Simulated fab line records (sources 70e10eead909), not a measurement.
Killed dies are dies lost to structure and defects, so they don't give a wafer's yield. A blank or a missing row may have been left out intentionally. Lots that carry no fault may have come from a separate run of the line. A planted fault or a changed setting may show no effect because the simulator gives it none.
fab line records :: flow nand_harc
record
  lots=6
  wafers=18
  last_day=33
route steps=1302 shown A_SOURCE_PLATE@418 A_ONON_D1@424 END@1302
lots that met no fault: from a run of the same line without faults
start_h: hours from the record's first day to the start of the lot's first wafer shown :: wait_h: hours from the lot's prior step to this one :: " same as the row above :: L1.1+2: one row covering several wafers at once :: - either no value or no given start :: * or withheld: withheld :: < > ~ a bound
route shown NAME@n: a module of which the file shows steps, and the number in the route of the first :: usual: mean and standard deviation over wafers with no fault :: same: alike in all rows :: chamber/n: place in a boat :: sites: readings site by site :: _std_site: standard deviation across them :: _edge_site: outer sites' mean less inner sites' :: radius_mm: how far each site lies from the wafer's centre :: mask NAME#n: copy n :: behind: the tool/chamber that last shaped the wafer :: hold: why the lot went on hold/how many hours it stayed there/how the hold came to an end :: device: which transistor (n, p or np) failed to switch :: end of line: tests run on the same wafers once the route is complete :: a step without rows: its recipe alone :: killed: the dies lost at the first sort to structure and to defects; this is not the yield of the wafer :: map: shows each die of a wafer: x if killed, . if not, _ if none is there
set.NAME: the setting that was run; set.NAME@STEP: the one run at that earlier step :: model.NAME: the simulator's own value behind a step, which no gauge read
lots at selected steps of the route; one table per step, one row per wafer
services: when a tool's chamber went out of use (start_h, in hours from the record's first day, below 0 if earlier), for how many hours, and the reason
## steps
# step NHARC_A_SOURCE_PLATE_CVD_03
# recipe
  target_thk_a=2000
  temp_c=620
  pressure_mtorr=200
  time_s=4000
  material=poly-Si
# step NHARC_A_SOURCE_PLATE_ANNEAL_05
# recipe
  temp_c=850
  time_s=1800
# step NHARC_A_SOURCE_PLATE_THK_MEAS_06
# recipe
  thk_meas_gauge=ellipsometry
# usual
  thk_nm=200.0/2.2
lot.wafer: L336.2
tool: film_metro-02
chamber: -
start_h: 187.12
wait_h: 0.4
thk_nm: 203.7

lot.wafer: L336.5
tool: film_metro-02
chamber: -
start_h: 187.12
wait_h: 0.4
thk_nm: 201.6

lot.wafer: L336.6
tool: film_metro-02
chamber: -
start_h: 187.12
wait_h: 0.4
thk_nm: 204.1

lot.wafer: L342.2
tool: film_metro-01
chamber: -
start_h: 242.47
wait_h: 0.4
thk_nm: 202.2

lot.wafer: L342.4
tool: film_metro-01
chamber: -
start_h: 242.47
wait_h: 0.4
thk_nm: 198.6

lot.wafer: L342.5
tool: film_metro-01
chamber: -
start_h: 242.47
wait_h: 0.4
thk_nm: 199.5

lot.wafer: L346.1
tool: film_metro-02
chamber: -
start_h: 276.81
wait_h: 0.4
thk_nm: 198.3

lot.wafer: L346.3
tool: film_metro-02
chamber: -
start_h: 276.81
wait_h: 0.4
thk_nm: 195.0

lot.wafer: L346.4
tool: film_metro-02
chamber: -
start_h: 276.81
wait_h: 0.4
thk_nm: 195.4

lot.wafer: L351.1
tool: film_metro-02
chamber: -
start_h: 330.14
wait_h: 0.4
thk_nm: 198.5

lot.wafer: L351.5
tool: film_metro-02
chamber: -
start_h: 330.14
wait_h: 0.4
thk_nm: 199.6

lot.wafer: L351.6
tool: film_metro-02
chamber: -
start_h: 330.14
wait_h: 0.4
thk_nm: 198.3

lot.wafer: L352.2
tool: film_metro-01
chamber: -
start_h: 343.26
wait_h: 0.4
thk_nm: 201.7

lot.wafer: L352.4
tool: film_metro-01
chamber: -
start_h: 343.26
wait_h: 0.4
thk_nm: 200.6

lot.wafer: L352.5
tool: film_metro-01
chamber: -
start_h: 343.26
wait_h: 0.4
thk_nm: 200.5

lot.wafer: L357.1
tool: film_metro-01
chamber: -
start_h: 393.43
wait_h: 0.4
thk_nm: 196.7

lot.wafer: L357.2
tool: film_metro-01
chamber: -
start_h: 393.43
wait_h: 0.4
thk_nm: 196.6

lot.wafer: L357.6
tool: film_metro-01
chamber: -
start_h: 393.43
wait_h: 0.4
thk_nm: 195.7
# step NHARC_A_SOURCE_PLATE_INSPECT_08
# usual
  raw_defect_count=64/25
lot.wafer: L336.2
tool: defect_inspect-02
chamber: -
start_h: 187.19
wait_h: 0.0
raw_defect_count: 113

lot.wafer: L336.5
tool: defect_inspect-02
chamber: -
start_h: 187.19
wait_h: 0.0
raw_defect_count: 78

lot.wafer: L336.6
tool: defect_inspect-02
chamber: -
start_h: 187.19
wait_h: 0.0
raw_defect_count: 89

lot.wafer: L342.2
tool: defect_inspect-01
chamber: -
start_h: 242.57
wait_h: 0.0
raw_defect_count: 59

lot.wafer: L342.4
tool: defect_inspect-01
chamber: -
start_h: 242.57
wait_h: 0.0
raw_defect_count: 37

lot.wafer: L342.5
tool: defect_inspect-01
chamber: -
start_h: 242.57
wait_h: 0.0
raw_defect_count: 96

lot.wafer: L346.1
tool: defect_inspect-01
chamber: -
start_h: 276.92
wait_h: 0.0
raw_defect_count: 71

lot.wafer: L346.3
tool: defect_inspect-01
chamber: -
start_h: 276.92
wait_h: 0.0
raw_defect_count: 56

lot.wafer: L346.4
tool: defect_inspect-01
chamber: -
start_h: 276.92
wait_h: 0.0
raw_defect_count: 67

lot.wafer: L351.1
tool: defect_inspect-01
chamber: -
start_h: 330.24
wait_h: 0.0
raw_defect_count: 124

lot.wafer: L351.5
tool: defect_inspect-01
chamber: -
start_h: 330.24
wait_h: 0.0
raw_defect_count: 73

lot.wafer: L351.6
tool: defect_inspect-01
chamber: -
start_h: 330.24
wait_h: 0.0
raw_defect_count: 52

lot.wafer: L352.2
tool: defect_inspect-01
chamber: -
start_h: 343.32
wait_h: 0.0
raw_defect_count: 50

lot.wafer: L352.4
tool: defect_inspect-01
chamber: -
start_h: 343.32
wait_h: 0.0
raw_defect_count: 90

lot.wafer: L352.5
tool: defect_inspect-01
chamber: -
start_h: 343.32
wait_h: 0.0
raw_defect_count: 70

lot.wafer: L357.1
tool: defect_inspect-01
chamber: -
start_h: 393.50
wait_h: 0.0
raw_defect_count: 48

lot.wafer: L357.2
tool: defect_inspect-01
chamber: -
start_h: 393.50
wait_h: 0.0
raw_defect_count: 35

lot.wafer: L357.6
tool: defect_inspect-01
chamber: -
start_h: 393.50
wait_h: 0.0
raw_defect_count: 52
# step NHARC_A_ONON_D1_DEP_00
# recipe
  target_thk_a=10000
  n2_flow_sccm=2750
  n2o_flow_sccm=2000
  nh3_flow_sccm=500
  sih4_flow_sccm=210
  temp_c=400
# step NHARC_A_ONON_D1_THK_MEAS_02
# recipe
  thk_meas_gauge=ellipsometry
# usual
  thk_nm=1000/10
lot.wafer: L336.2
tool: film_metro-02
chamber: -
start_h: 187.75
wait_h: -
thk_nm: 996

lot.wafer: L336.5
tool: film_metro-02
chamber: -
start_h: 187.75
wait_h: -
thk_nm: 995

lot.wafer: L336.6
tool: film_metro-02
chamber: -
start_h: 187.75
wait_h: -
thk_nm: 995

lot.wafer: L342.2
tool: film_metro-02
chamber: -
start_h: 243.15
wait_h: -
thk_nm: 997

lot.wafer: L342.4
tool: film_metro-02
chamber: -
start_h: 243.15
wait_h: -
thk_nm: 995

lot.wafer: L342.5
tool: film_metro-02
chamber: -
start_h: 243.15
wait_h: -
thk_nm: 996

lot.wafer: L346.1
tool: film_metro-02
chamber: -
start_h: 277.50
wait_h: -
thk_nm: 1008

lot.wafer: L346.3
tool: film_metro-02
chamber: -
start_h: 277.50
wait_h: -
thk_nm: 1006

lot.wafer: L346.4
tool: film_metro-02
chamber: -
start_h: 277.50
wait_h: -
thk_nm: 1005

lot.wafer: L351.1
tool: film_metro-02
chamber: -
start_h: 330.82
wait_h: -
thk_nm: 1001

lot.wafer: L351.5
tool: film_metro-02
chamber: -
start_h: 330.82
wait_h: -
thk_nm: 1002

lot.wafer: L351.6
tool: film_metro-02
chamber: -
start_h: 330.82
wait_h: -
thk_nm: 1000

lot.wafer: L352.2
tool: film_metro-01
chamber: -
start_h: 343.90
wait_h: -
thk_nm: 1018

lot.wafer: L352.4
tool: film_metro-01
chamber: -
start_h: 343.90
wait_h: -
thk_nm: 1016

lot.wafer: L352.5
tool: film_metro-01
chamber: -
start_h: 343.90
wait_h: -
thk_nm: 1016

lot.wafer: L357.1
tool: film_metro-02
chamber: -
start_h: 394.08
wait_h: -
thk_nm: 986

lot.wafer: L357.2
tool: film_metro-02
chamber: -
start_h: 394.08
wait_h: -
thk_nm: 985

lot.wafer: L357.6
tool: film_metro-02
chamber: -
start_h: 394.08
wait_h: -
thk_nm: 987
# step NHARC_A_ONON_D1_DEP_03
# recipe
  target_thk_a=10000
  n2_flow_sccm=2750
  n2o_flow_sccm=2000
  nh3_flow_sccm=500
  sih4_flow_sccm=210
  temp_c=400
# step NHARC_A_ONON_D1_THK_MEAS_05
# recipe
  thk_meas_gauge=ellipsometry
# usual
  thk_nm=1001/9
lot.wafer: L336.2
tool: film_metro-01
chamber: -
start_h: 188.32
wait_h: -
thk_nm: 998

lot.wafer: L336.5
tool: film_metro-01
chamber: -
start_h: 188.32
wait_h: -
thk_nm: 997

lot.wafer: L336.6
tool: film_metro-01
chamber: -
start_h: 188.32
wait_h: -
thk_nm: 996

lot.wafer: L342.2
tool: film_metro-02
chamber: -
start_h: 243.72
wait_h: -
thk_nm: 989

lot.wafer: L342.4
tool: film_metro-02
chamber: -
start_h: 243.72
wait_h: -
thk_nm: 990

lot.wafer: L342.5
tool: film_metro-02
chamber: -
start_h: 243.72
wait_h: -
thk_nm: 991

lot.wafer: L346.1
tool: film_metro-02
chamber: -
start_h: 278.07
wait_h: -
thk_nm: 989

lot.wafer: L346.3
tool: film_metro-02
chamber: -
start_h: 278.07
wait_h: -
thk_nm: 986

lot.wafer: L346.4
tool: film_metro-02
chamber: -
start_h: 278.07
wait_h: -
thk_nm: 986

lot.wafer: L351.1
tool: film_metro-01
chamber: -
start_h: 331.38
wait_h: -
thk_nm: 1017

lot.wafer: L351.5
tool: film_metro-01
chamber: -
start_h: 331.38
wait_h: -
thk_nm: 1016

lot.wafer: L351.6
tool: film_metro-01
chamber: -
start_h: 331.38
wait_h: -
thk_nm: 1015

lot.wafer: L352.2
tool: film_metro-01
chamber: -
start_h: 344.48
wait_h: -
thk_nm: 1008

lot.wafer: L352.4
tool: film_metro-01
chamber: -
start_h: 344.48
wait_h: -
thk_nm: 1010

lot.wafer: L352.5
tool: film_metro-01
chamber: -
start_h: 344.48
wait_h: -
thk_nm: 1008

lot.wafer: L357.1
tool: film_metro-01
chamber: -
start_h: 394.65
wait_h: -
thk_nm: 998

lot.wafer: L357.2
tool: film_metro-01
chamber: -
start_h: 394.65
wait_h: -
thk_nm: 998

lot.wafer: L357.6
tool: film_metro-01
chamber: -
start_h: 394.65
wait_h: -
thk_nm: 998
# step NHARC_A_ONON_D1_DEP_06
# recipe
  target_thk_a=10000
  n2_flow_sccm=2750
  n2o_flow_sccm=2000
  nh3_flow_sccm=500
  sih4_flow_sccm=210
  temp_c=400
# step NHARC_A_ONON_D1_THK_MEAS_08
# recipe
  thk_meas_gauge=ellipsometry
# usual
  thk_nm=1001/9.1
lot.wafer: L336.2
tool: film_metro-01
chamber: -
start_h: 188.89
wait_h: -
thk_nm: 996

lot.wafer: L336.5
tool: film_metro-01
chamber: -
start_h: 188.89
wait_h: -
thk_nm: 993

lot.wafer: L336.6
tool: film_metro-01
chamber: -
start_h: 188.89
wait_h: -
thk_nm: 993

lot.wafer: L342.2
tool: film_metro-01
chamber: -
start_h: 244.28
wait_h: -
thk_nm: 994

lot.wafer: L342.4
tool: film_metro-01
chamber: -
start_h: 244.28
wait_h: -
thk_nm: 995

lot.wafer: L342.5
tool: film_metro-01
chamber: -
start_h: 244.28
wait_h: -
thk_nm: 999

lot.wafer: L346.1
tool: film_metro-02
chamber: -
start_h: 278.64
wait_h: -
thk_nm: 1009

lot.wafer: L346.3
tool: film_metro-02
chamber: -
start_h: 278.64
wait_h: -
thk_nm: 1008

lot.wafer: L346.4
tool: film_metro-02
chamber: -
start_h: 278.64
wait_h: -
thk_nm: 1007

lot.wafer: L351.1
tool: film_metro-02
chamber: -
start_h: 331.95
wait_h: -
thk_nm: 999

lot.wafer: L351.5
tool: film_metro-02
chamber: -
start_h: 331.95
wait_h: -
thk_nm: 998

lot.wafer: L351.6
tool: film_metro-02
chamber: -
start_h: 331.95
wait_h: -
thk_nm: 999

lot.wafer: L352.2
tool: film_metro-02
chamber: -
start_h: 345.04
wait_h: -
thk_nm: 991

lot.wafer: L352.4
tool: film_metro-02
chamber: -
start_h: 345.04
wait_h: -
thk_nm: 992

lot.wafer: L352.5
tool: film_metro-02
chamber: -
start_h: 345.04
wait_h: -
thk_nm: 990

lot.wafer: L357.1
tool: film_metro-02
chamber: -
start_h: 395.22
wait_h: -
thk_nm: 990

lot.wafer: L357.2
tool: film_metro-02
chamber: -
start_h: 395.22
wait_h: -
thk_nm: 989

lot.wafer: L357.6
tool: film_metro-02
chamber: -
start_h: 395.22
wait_h: -
thk_nm: 990
# step NHARC_A_ONON_D1_DEP_09
# recipe
  target_thk_a=10000
  n2_flow_sccm=2750
  n2o_flow_sccm=2000
  nh3_flow_sccm=500
  sih4_flow_sccm=210
  temp_c=400
# usual
  sih4_flow_sccm=210.0/0.6
  susceptor_temp_C=400.03/0.24
lot.wafer: L336.2
tool: pecvd_onon-01
chamber: 0
start_h: 189.00
wait_h: 0.1
sih4_flow_sccm: 210.2
susceptor_temp_C: 400.45

lot.wafer: L336.5
tool: pecvd_onon-01
chamber: 0
start_h: 189.00
wait_h: 0.1
sih4_flow_sccm: 209.2
susceptor_temp_C: 400.08

lot.wafer: L336.6
tool: pecvd_onon-01
chamber: 0
start_h: 189.00
wait_h: 0.1
sih4_flow_sccm: 210.8
susceptor_temp_C: 400.37

lot.wafer: L342.2
tool: pecvd_onon-04
chamber: 0
start_h: 244.39
wait_h: 0.1
sih4_flow_sccm: 209.5
susceptor_temp_C: 400.04

lot.wafer: L342.4
tool: pecvd_onon-04
chamber: 0
start_h: 244.39
wait_h: 0.1
sih4_flow_sccm: 209.9
susceptor_temp_C: 400.11

lot.wafer: L342.5
tool: pecvd_onon-04
chamber: 0
start_h: 244.39
wait_h: 0.1
sih4_flow_sccm: 209.3
susceptor_temp_C: 399.88

lot.wafer: L346.1
tool: pecvd_onon-02
chamber: 0
start_h: 278.69
wait_h: 0.1
sih4_flow_sccm: 210.7
susceptor_temp_C: 399.75

lot.wafer: L346.3
tool: pecvd_onon-02
chamber: 0
start_h: 278.69
wait_h: 0.1
sih4_flow_sccm: 210.6
susceptor_temp_C: 399.73

lot.wafer: L346.4
tool: pecvd_onon-02
chamber: 0
start_h: 278.69
wait_h: 0.1
sih4_flow_sccm: 210.3
susceptor_temp_C: 399.76

lot.wafer: L351.1
tool: pecvd_onon-02
chamber: 0
start_h: 332.00
wait_h: 0.1
sih4_flow_sccm: 210.5
susceptor_temp_C: 400.57

lot.wafer: L351.5
tool: pecvd_onon-02
chamber: 0
start_h: 332.00
wait_h: 0.1
sih4_flow_sccm: 210.4
susceptor_temp_C: 400.30

lot.wafer: L351.6
tool: pecvd_onon-02
chamber: 0
start_h: 332.00
wait_h: 0.1
sih4_flow_sccm: 210.2
susceptor_temp_C: 400.16

lot.wafer: L352.2
tool: pecvd_onon-02
chamber: 0
start_h: 345.15
wait_h: 0.1
sih4_flow_sccm: 210.4
susceptor_temp_C: 399.70

lot.wafer: L352.4
tool: pecvd_onon-02
chamber: 0
start_h: 345.15
wait_h: 0.1
sih4_flow_sccm: 210.1
susceptor_temp_C: 399.68

lot.wafer: L352.5
tool: pecvd_onon-02
chamber: 0
start_h: 345.15
wait_h: 0.1
sih4_flow_sccm: 210.1
susceptor_temp_C: 399.90

lot.wafer: L357.1
tool: pecvd_onon-01
chamber: 0
start_h: 395.27
wait_h: 0.1
sih4_flow_sccm: 210.6
susceptor_temp_C: 399.78

lot.wafer: L357.2
tool: pecvd_onon-01
chamber: 0
start_h: 395.27
wait_h: 0.1
sih4_flow_sccm: 211.1
susceptor_temp_C: 399.50

lot.wafer: L357.6
tool: pecvd_onon-01
chamber: 0
start_h: 395.27
wait_h: 0.1
sih4_flow_sccm: 210.1
susceptor_temp_C: 399.76
# step NHARC_A_ONON_D1_THK_MEAS_11
# recipe
  thk_meas_gauge=ellipsometry
# usual
  thk_nm=999/11
lot.wafer: L336.2
tool: film_metro-01
chamber: -
start_h: 189.46
wait_h: -
thk_nm: 1000

lot.wafer: L336.5
tool: film_metro-01
chamber: -
start_h: 189.46
wait_h: -
thk_nm: 997

lot.wafer: L336.6
tool: film_metro-01
chamber: -
start_h: 189.46
wait_h: -
thk_nm: 997

lot.wafer: L342.2
tool: film_metro-02
chamber: -
start_h: 244.84
wait_h: -
thk_nm: 997

lot.wafer: L342.4
tool: film_metro-02
chamber: -
start_h: 244.84
wait_h: -
thk_nm: 998

lot.wafer: L342.5
tool: film_metro-02
chamber: -
start_h: 244.84
wait_h: -
thk_nm: 994

lot.wafer: L346.1
tool: film_metro-02
chamber: -
start_h: 279.20
wait_h: -
thk_nm: 1007

lot.wafer: L346.3
tool: film_metro-02
chamber: -
start_h: 279.20
wait_h: -
thk_nm: 1009

lot.wafer: L346.4
tool: film_metro-02
chamber: -
start_h: 279.20
wait_h: -
thk_nm: 1009

lot.wafer: L351.1
tool: film_metro-02
chamber: -
start_h: 332.52
wait_h: -
thk_nm: 613

lot.wafer: L351.5
tool: film_metro-02
chamber: -
start_h: 332.52
wait_h: -
thk_nm: 614

lot.wafer: L351.6
tool: film_metro-02
chamber: -
start_h: 332.52
wait_h: -
thk_nm: 615

lot.wafer: L352.2
tool: film_metro-02
chamber: -
start_h: 345.60
wait_h: -
thk_nm: 589

lot.wafer: L352.4
tool: film_metro-02
chamber: -
start_h: 345.60
wait_h: -
thk_nm: 589

lot.wafer: L352.5
tool: film_metro-02
chamber: -
start_h: 345.60
wait_h: -
thk_nm: 589

lot.wafer: L357.1
tool: film_metro-01
chamber: -
start_h: 395.79
wait_h: -
thk_nm: 978

lot.wafer: L357.2
tool: film_metro-01
chamber: -
start_h: 395.79
wait_h: -
thk_nm: 978

lot.wafer: L357.6
tool: film_metro-01
chamber: -
start_h: 395.79
wait_h: -
thk_nm: 979
# step NHARC_A_ONON_D1_DEP_12
# recipe
  target_thk_a=10000
  n2_flow_sccm=2750
  n2o_flow_sccm=2000
  nh3_flow_sccm=500
  sih4_flow_sccm=210
  temp_c=400
# step NHARC_END_SORT_01
# recipe
  temp_c=25
# usual
  killed_at_array=58/20
  killed_at_other=1.0/1.2
  killed_at_periphery=4.1/3
  killed_dies=63/20
  killed_open=3.2/1.7
  killed_short=2.5/1.5
# same
  gross_dies=677
lot.wafer: L346.1
tool: prober-02
chamber: 0
start_h: 658.88
wait_h: 2.5
killed_at_array: 43
killed_at_other: 2
killed_at_periphery: 6
killed_dies: 51
killed_open: 3
killed_short: 2

lot.wafer: L346.3
tool: prober-02
chamber: 0
start_h: 660.50
wait_h: 3.1
killed_at_array: 39
killed_at_other: 0
killed_at_periphery: 3
killed_dies: 42
killed_open: 3
killed_short: 2

lot.wafer: L346.4
tool: prober-02
chamber: 0
start_h: 661.31
wait_h: 3.4
killed_at_array: 31
killed_at_other: 0
killed_at_periphery: 5
killed_dies: 36
killed_open: 2
killed_short: 1

lot.wafer: L351.1
tool: prober-01
chamber: 0
start_h: 718.59
wait_h: 2.5
killed_at_array: 672
killed_at_other: 1
killed_at_periphery: 4
killed_dies: 677
killed_open: 1
killed_short: 2

lot.wafer: L351.5
tool: prober-01
chamber: 0
start_h: 721.85
wait_h: 3.7
killed_at_array: 671
killed_at_other: 1
killed_at_periphery: 5
killed_dies: 677
killed_open: 2
killed_short: 3

lot.wafer: L351.6
tool: prober-01
chamber: 0
start_h: 722.66
wait_h: 4.1
killed_at_array: 674
killed_at_other: 2
killed_at_periphery: 1
killed_dies: 677
killed_open: 6
killed_short: 3

lot.wafer: L352.2
tool: prober-02
chamber: 0
start_h: 735.87
wait_h: 2.8
killed_at_array: 675
killed_at_other: 0
killed_at_periphery: 2
killed_dies: 677
killed_open: 2
killed_short: 1

lot.wafer: L352.4
tool: prober-02
chamber: 0
start_h: 737.48
wait_h: 3.4
killed_at_array: 669
killed_at_other: 0
killed_at_periphery: 8
killed_dies: 677
killed_open: 5
killed_short: 3

lot.wafer: L352.5
tool: prober-02
chamber: 0
start_h: 738.29
wait_h: 3.7
killed_at_array: 676
killed_at_other: 0
killed_at_periphery: 1
killed_dies: 677
killed_open: 2
killed_short: 2
# killed by level:class
L346.1 A_CHANNEL_HOLE_D1:chamber_film_flake=25 A_STAIRCASE:chamber_film_flake=4 P_BONDPAD:chamber_film_flake=3 A_SLIT:chamber_film_flake=3 P_GATE:chamber_film_flake=2 A_CHANNEL_FILL_D1:chamber_film_flake=2 A_CHANNEL_HOLE_D2:chamber_film_flake=2 A_ONON_D1:geometric_particle:open=1
L346.3 A_CHANNEL_HOLE_D1:chamber_film_flake=26 A_STAIRCASE:chamber_film_flake=4 A_CHANNEL_FILL_D2:geometric_particle:short=2 P_BONDPAD:chamber_film_flake=2 A_SLIT:chamber_film_flake=2 A_WL_FILL:chamber_film_flake=2 A_SOURCE_PLATE:geometric_particle:open=1 A_ONON_D1:geometric_particle:open=1
L346.4 A_CHANNEL_HOLE_D1:chamber_film_flake=28 P_CONTACT:chamber_film_flake=2 P_GATE:geometric_particle:open=1 P_CONTACT:geometric_particle:open=1 A_DECK1_JOINT:geometric_particle:short=1 P_BONDPAD:chamber_film_flake=1 A_CHANNEL_HOLE_D2:chamber_film_flake=1 A_SLIT:chamber_film_flake=1
L351.1 A_ONON_D1:area_dep=586 A_SLIT:chamber_film_flake=31 A_CHANNEL_HOLE_D1:chamber_film_flake=28 A_CHANNEL_HOLE_D2:chamber_film_flake=21 P_M1:chamber_film_flake=3 P_M0:geometric_particle:short=1 A_SGD_CUT:geometric_particle:short=1 A_CONTACT:geometric_particle:open=1
L351.5 A_ONON_D1:area_dep=574 A_SLIT:chamber_film_flake=35 A_CHANNEL_HOLE_D2:chamber_film_flake=26 A_CHANNEL_HOLE_D1:chamber_film_flake=25 A_CONTACT:chamber_film_flake=5 P_M0:geometric_particle:open=1 P_M0:geometric_particle:short=1 A_SGD_CUT:geometric_particle:short=1
L351.6 A_ONON_D1:area_dep=578 A_SLIT:chamber_film_flake=31 A_CHANNEL_HOLE_D1:chamber_film_flake=28 A_CHANNEL_HOLE_D2:chamber_film_flake=22 A_DECK1_JOINT:geometric_particle:open=2 A_M0:geometric_particle:open=2 THIN_TSV:chamber_film_flake=2 A_STAIRCASE:chamber_film_flake=2
L352.2 A_ONON_D1:area_dep=611 A_SLIT:chamber_film_flake=31 A_CHANNEL_HOLE_D1:chamber_film_flake=16 A_CONTACT:chamber_film_flake=8 A_STAIRCASE:chamber_film_flake=3 P_GATE:chamber_film_flake=2 A_DECK1_JOINT:chamber_film_flake=2 A_ONON_D1:geometric_particle:short=1
L352.4 A_ONON_D1:area_dep=604 A_SLIT:chamber_film_flake=32 A_CHANNEL_HOLE_D1:chamber_film_flake=18 A_CONTACT:chamber_film_flake=4 P_GATE:chamber_film_flake=3 A_WL_FILL:chamber_film_flake=3 A_CHANNEL_FILL_D2:geometric_particle:open=2 P_STI:geometric_particle:open=1
L352.5 A_ONON_D1:area_dep=627 A_SLIT:chamber_film_flake=35 A_CHANNEL_HOLE_D1:chamber_film_flake=5 A_CONTACT:chamber_film_flake=3 P_M0:geometric_particle:short=1 A_ONON_D1:geometric_particle:open=1 A_CHANNEL_HOLE_D1:geometric_particle:short=1 A_DECK1_JOINT:geometric_particle:open=1
# map L351.1 (x killed, . not)
____________x____________
_________xxxxxxx_________
_______xxxxxxxxxxx_______
______xxxxxxxxxxxxx______
_____xxxxxxxxxxxxxxx_____
____xxxxxxxxxxxxxxxxx____
____xxxxxxxxxxxxxxxxx____
___xxxxxxxxxxxxxxxxxxx___
___xxxxxxxxxxxxxxxxxxx___
__xxxxxxxxxxxxxxxxxxxxx__
__xxxxxxxxxxxxxxxxxxxxx__
_xxxxxxxxxxxxxxxxxxxxxxx_
_xxxxxxxxxxxxxxxxxxxxxxx_
_xxxxxxxxxxxxxxxxxxxxxxx_
_xxxxxxxxxxxxxxxxxxxxxxx_
_xxxxxxxxxxxxxxxxxxxxxxx_
xxxxxxxxxxxxxxxxxxxxxxxxx
xxxxxxxxxxxxxxxxxxxxxxxxx
xxxxxxxxxxxxxxxxxxxxxxxxx
xxxxxxxxxxxxxxxxxxxxxxxxx
xxxxxxxxxxxxxxxxxxxxxxxxx
_xxxxxxxxxxxxxxxxxxxxxxx_
_xxxxxxxxxxxxxxxxxxxxxxx_
_xxxxxxxxxxxxxxxxxxxxxxx_
_xxxxxxxxxxxxxxxxxxxxxxx_
_xxxxxxxxxxxxxxxxxxxxxxx_
__xxxxxxxxxxxxxxxxxxxxx__
__xxxxxxxxxxxxxxxxxxxxx__
___xxxxxxxxxxxxxxxxxxx___
___xxxxxxxxxxxxxxxxxxx___
____xxxxxxxxxxxxxxxxx____
____xxxxxxxxxxxxxxxxx____
_____xxxxxxxxxxxxxxx_____
______xxxxxxxxxxxxx______
_______xxxxxxxxxxx_______
_________xxxxxxx_________
____________x____________
# map L352.2 (x killed, . not)
____________x____________
_________xxxxxxx_________
_______xxxxxxxxxxx_______
______xxxxxxxxxxxxx______
_____xxxxxxxxxxxxxxx_____
____xxxxxxxxxxxxxxxxx____
____xxxxxxxxxxxxxxxxx____
___xxxxxxxxxxxxxxxxxxx___
___xxxxxxxxxxxxxxxxxxx___
__xxxxxxxxxxxxxxxxxxxxx__
__xxxxxxxxxxxxxxxxxxxxx__
_xxxxxxxxxxxxxxxxxxxxxxx_
_xxxxxxxxxxxxxxxxxxxxxxx_
_xxxxxxxxxxxxxxxxxxxxxxx_
_xxxxxxxxxxxxxxxxxxxxxxx_
_xxxxxxxxxxxxxxxxxxxxxxx_
xxxxxxxxxxxxxxxxxxxxxxxxx
xxxxxxxxxxxxxxxxxxxxxxxxx
xxxxxxxxxxxxxxxxxxxxxxxxx
xxxxxxxxxxxxxxxxxxxxxxxxx
xxxxxxxxxxxxxxxxxxxxxxxxx
_xxxxxxxxxxxxxxxxxxxxxxx_
_xxxxxxxxxxxxxxxxxxxxxxx_
_xxxxxxxxxxxxxxxxxxxxxxx_
_xxxxxxxxxxxxxxxxxxxxxxx_
_xxxxxxxxxxxxxxxxxxxxxxx_
__xxxxxxxxxxxxxxxxxxxxx__
__xxxxxxxxxxxxxxxxxxxxx__
___xxxxxxxxxxxxxxxxxxx___
___xxxxxxxxxxxxxxxxxxx___
____xxxxxxxxxxxxxxxxx____
____xxxxxxxxxxxxxxxxx____
_____xxxxxxxxxxxxxxx_____
______xxxxxxxxxxxxx______
_______xxxxxxxxxxx_______
_________xxxxxxx_________
____________x____________
## services
tool: pecvd_onon-04
chamber: -
start_h: 168.16
hours: 0.8
kind: repair

tool: pecvd_onon-02
chamber: -
start_h: 185.00
hours: 13.0
kind: pm

tool: pecvd_onon-02
chamber: -
start_h: 201.39
hours: 1.7
kind: repair

tool: pecvd_onon-01
chamber: -
start_h: 269.23
hours: 13.0
kind: pm

tool: pecvd_onon-04
chamber: -
start_h: 311.18
hours: 13.0
kind: pm

tool: pecvd_onon-02
chamber: -
start_h: 366.00
hours: 13.0
kind: pm
## key
first_sign
  step=NHARC_A_ONON_D1_THK_MEAS_11
  reading=thk_nm
  direction=down
  sigmas=35
  usual=999
  struck=602
effect
  step=NHARC_END_SORT_01
  reading=killed_dies
  direction=up
  sigmas=31
  usual=63
  struck=677
more_kills_born_at
  NHARC_A_ONON_D1_DEP_09@pecvd_onon-02=3580
met_at NHARC_A_ONON_D1_DEP_09
struck_wafers L351.1,L351.5,L351.6,L352.2,L352.4,L352.5
later_rows_left_out L351.1,L351.5,L351.6,L352.2,L352.4,L352.5
tester_left_out L351,L352
onset_between 278.69 332.00
fault
  kind=process_parameter_drift
  tool=pecvd_onon-02
  chamber=0
  onset_h=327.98
  steps=NHARC_A_ONON_D1_DEP_09
  channel=target_thk_a
  offset=*
  shape=step
  end_h=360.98
  acts_in=*
  stated=*
# tester_left_out: of these lots the tester's yield and bins aren't shown, on N5 and GAA mostly nor the transistor test; their killed dies are dies lost to structure and defects alone, not to doping, threshold or leakage, so they don't give the yield
# later_rows_left_out: the simulator's readings of these wafers behind a module that went badly wrong aren't trusted and aren't shown, but for the sort
